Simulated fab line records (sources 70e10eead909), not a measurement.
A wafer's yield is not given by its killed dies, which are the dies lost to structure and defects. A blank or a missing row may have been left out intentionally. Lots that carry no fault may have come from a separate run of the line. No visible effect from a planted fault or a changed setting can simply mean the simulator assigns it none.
Matching of chambers | flow nand harc | 4 sister chambers for NHARC_A_CONTACT_ETCH_91 on rie diel-05
The step etches the open film in CH3F/O2, target depth 40 nm, time 85.7 s. 4 wafers are shown with their chamber, then 8 later ones without.

== WAFERS WITH THEIR CHAMBER ==
wafer  | chamber | showerhead plenum p Torr (Torr)
L431.6 | 0       | 2.40
L432.4 | 1       | 2.57
L432.5 | 3       | 2.36
L435.3 | 2       | 2.44

== WAFERS WITH NO CHAMBER GIVEN ==
wafer  | showerhead plenum p Torr (Torr)
L435.4 | 2.39
L435.5 | 2.56
L436.1 | 2.44
L436.3 | 2.56
L436.5 | 2.44
L437.2 | 2.39
L437.4 | 2.56
L437.6 | 2.44

== CHAMBER TAKEN BY EACH ==
wafer  | from the rows above | in truth
L435.4 | 0                   | 0
L435.5 | 1                   | 1
L436.1 | 2                   | 2
L436.3 | 1                   | 1
L436.5 | 2                   | 2
L437.2 | 0                   | 0
L437.4 | 1                   | 1
L437.6 | 2                   | 2
Correctly placed: 8 of 8. Number that these rows cannot place: 0. Wrongly placed: 0.
How it was worked out, from the rows above alone: a wafer's distance from a chamber is the root of the sum, over the readings, of the square of ((its reading less the chamber's mean) divided by the reading's scatter). The wafer belongs to the nearest chamber; if the next one is less than 2 further off, it can't be placed. Each chamber's mean is taken over the wafers shown for it. The scatter (one wafer shown for each chamber): square how far every hidden wafer sits from the nearest shown wafer, average those squares and take the square root.
